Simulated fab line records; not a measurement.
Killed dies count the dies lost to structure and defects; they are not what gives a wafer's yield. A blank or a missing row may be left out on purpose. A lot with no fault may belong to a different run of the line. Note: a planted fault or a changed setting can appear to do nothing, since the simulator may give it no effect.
The tool behind it: which one? -- flow nand_harc -- 12 lots, 36 wafers sampled, at 4 steps of a route of 1302

## WHAT EACH GAUGE READ, for each wafer
NHARC_P_GATE_CD_MEAS_46: target cd 720 nm.
lot,measured,on,cd_nm (nm)
L918,day 5 15:23,cd_sem-02,721.3 718.4 719.6
L921,day 6 17:58,cd_sem-02,720.6 719.2 718.3
L922,day 7 07:42,cd_sem-02,720.4 719.2 720.4
L923,day 7 18:19,cd_sem-02,719.8 718.5 718.6
L924,day 7 23:32,cd_sem-03,721.3 719.2 719.8
L926,day 8 23:34,cd_sem-02,718.8 720.7 720.9
L928,day 10 00:14,cd_sem-01,720.5 720.0 718.4
L929,day 10 08:31,cd_sem-01,721.8 719.9 721.0
L930,day 10 14:44,cd_sem-01,722.2 720.8 721.7
L931,day 10 18:29,cd_sem-01,719.2 720.1 719.5
L940,day 14 15:12,cd_sem-01,720.3 719.1 721.3
L941,day 15 04:31,cd_sem-02,719.8 719.0 717.4

## WHICH TOOL RAN EACH LOT (tool, then ch and the chambers of the sampled wafers, then the start)
lot,NHARC_P_GATE_DESCUM_31,NHARC_P_GATE_HM_OPEN_105,NHARC_P_GATE_PRECLEAN_99
L918,"rie_diel-07 ch 0,1,2, day 5 03:39","rie_diel-07 ch 0,1,3, day 5 14:37 or earlier","wet_bench-09 ch 1,2,3, day 5 14:37"
L921,"rie_diel-03 ch 0,2,3, day 6 06:16","rie_diel-03 ch 0,3, day 6 17:20 or earlier","wet_bench-05 ch 0,4,5, day 6 17:20"
L922,"rie_diel-07 ch 0,1, day 6 19:44","rie_diel-07 ch 0,1, day 7 06:57 or earlier","wet_bench-05 ch 0,4,7, day 7 06:57"
L923,"rie_diel-03 ch 0,3, day 7 06:26","rie_diel-03 ch 1,2, day 7 17:33 or earlier","wet_bench-05 ch 0,1,7, day 7 17:33"
L924,"rie_diel-12 ch 0,1,2, day 7 11:45","rie_diel-12 ch 0,3, day 7 22:46 or earlier","wet_bench-05 ch 0,4,6, day 7 22:46"
L926,"rie_diel-03 ch 0,1,3, day 8 12:01","rie_diel-03 ch 0,2,3, day 8 22:56 or earlier","wet_bench-03 ch 0,1,3, day 8 22:56"
L928,"rie_diel-12 ch 0,1,2, day 9 12:38","rie_diel-12 ch 0,1,2, day 9 23:35 or earlier","wet_bench-09 ch 0,3,4, day 9 23:35"
L929,"rie_diel-03 ch 0,1,2, day 9 20:49","rie_diel-03 ch 1,2, day 10 07:46 or earlier","wet_bench-09 ch 4,5,6, day 10 07:46"
L930,"rie_diel-12 ch 0,3, day 10 02:59","rie_diel-12 ch 0,3, day 10 14:05 or earlier","wet_bench-05 ch 1,3,4, day 10 14:05"
L931,"rie_diel-03 ch 0,1,2, day 10 06:49","rie_diel-03 ch 0,1, day 10 17:52 or earlier","wet_bench-03 ch 0,2,5, day 10 17:52"
L940,"rie_diel-07 ch 0,1,3, day 14 03:28","rie_diel-07 ch 0,1,3, day 14 14:26 or earlier","wet_bench-05 ch 0,5,6, day 14 14:26"
L941,"rie_diel-03 ch 2,3, day 14 14:44","rie_diel-03 ch 0,1,3, day 15 03:53 or earlier","wet_bench-05 ch 0,5,7, day 15 03:53"
- NHARC_P_GATE_DESCUM_31: chemistry O2, time 3 s.
- NHARC_P_GATE_HM_OPEN_105: chemistry O2/COS, target depth 360 nm.
- NHARC_P_GATE_PRECLEAN_99: cleans in SC1.

## WHAT THE TOOLS THEMSELVES READ (means of the sampled wafers that have a number; where no wafer has one, the mark that the record gives instead)
NHARC_P_GATE_DESCUM_31.
lot,tool,drypump_motor_current_A (A),oes_product_au (a.u.),rf_vpp_V (V),showerhead_plenum_p_Torr (Torr),throttle_valve_pct (%)
L918,rie_diel-07,5.4,1.005,57.8,2.00,11.308
L921,rie_diel-03,5.5,1.000,58.0,1.96,11.312
L922,rie_diel-07,5.3,0.992,58.8,1.96,11.321
L923,rie_diel-03,5.8,1.004,58.1,1.95,11.304
L924,rie_diel-12,5.6,1.001,58.2,1.88,11.308
L926,rie_diel-03,5.7,0.999,58.1,1.89,11.305
L928,rie_diel-12,5.6,0.993,58.5,1.88,11.317
L929,rie_diel-03,5.3,0.995,58.5,1.91,11.318
L930,rie_diel-12,6.0,1.001,57.6,1.86,11.315
L931,rie_diel-03,5.3,0.991,59.4,1.91,11.316
L940,rie_diel-07,5.5,0.995,57.6,2.00,11.314
L941,rie_diel-03,5.9,0.999,58.4,1.96,11.310

NHARC_P_GATE_HM_OPEN_105.
lot,tool,cos_flow_sccm (sccm),drypump_motor_current_A (A),oes_product_au (a.u.),rf_vpp_V (V),showerhead_plenum_p_Torr (Torr),throttle_valve_pct (%)
L918,rie_diel-07,20.03,5.5,0.997,470.4,3.26,28.328
L921,rie_diel-03,20.04,5.8,0.993,468.6,3.18,28.325
L922,rie_diel-07,20.02,5.3,0.994,469.9,3.24,28.328
L923,rie_diel-03,20.02,5.5,0.998,467.0,3.13,28.326
L924,rie_diel-12,19.99,6.0,0.997,465.3,3.05,28.324
L926,rie_diel-03,19.94,5.5,1.002,468.7,3.20,28.336
L928,rie_diel-12,20.00,5.6,0.998,467.1,3.08,28.326
L929,rie_diel-03,20.04,5.6,0.996,466.3,3.03,28.337
L930,rie_diel-12,20.00,6.0,1.009,467.5,3.13,28.319
L931,rie_diel-03,20.03,5.3,1.002,466.9,3.09,28.330
L940,rie_diel-07,20.01,5.5,1.002,470.0,3.25,28.334
L941,rie_diel-03,19.95,5.7,0.996,467.0,3.08,28.329

NHARC_P_GATE_PRECLEAN_99.
lot,tool,bath_heat_duty_pct (%)
L918,wet_bench-09,7.4
L921,wet_bench-05,7.3
L922,wet_bench-05,7.3
L923,wet_bench-05,6.8
L924,wet_bench-05,6.8
L926,wet_bench-03,6.8
L928,wet_bench-09,7.4
L929,wet_bench-09,7.8
L930,wet_bench-05,6.6
L931,wet_bench-03,7.1
L940,wet_bench-05,6.6
L941,wet_bench-05,6.4

## THE ANSWER, worked out from the rows above alone
Rule: the lots themselves supply what counts as usual. The widest of any qualifying gaps counts: lots, ordered by their means at a reading, are off when they make up no more than a third of the lots, leave a main group of 4 or more, and stand apart from it by 3 or more times the standard deviation of that group's means. A main group is skipped when, at the precision printed for the reading in the tables above, its means are all equal. A lot without any number at a reading at which 4 lots or more have one is off too. Where the step has rows for the other lots, those lots are counted as sound. After the gauges, taken in route order, come the tools' own readings; for these a lot's mean is taken, as printed above. The first step at which some lot is off is used, and at that step the reading that is off furthest; a lot without a number counts as furthest.
Nothing can be told from this: no lot is off at any reading shown.

## WHAT THE SIMULATOR HAD INSERTED
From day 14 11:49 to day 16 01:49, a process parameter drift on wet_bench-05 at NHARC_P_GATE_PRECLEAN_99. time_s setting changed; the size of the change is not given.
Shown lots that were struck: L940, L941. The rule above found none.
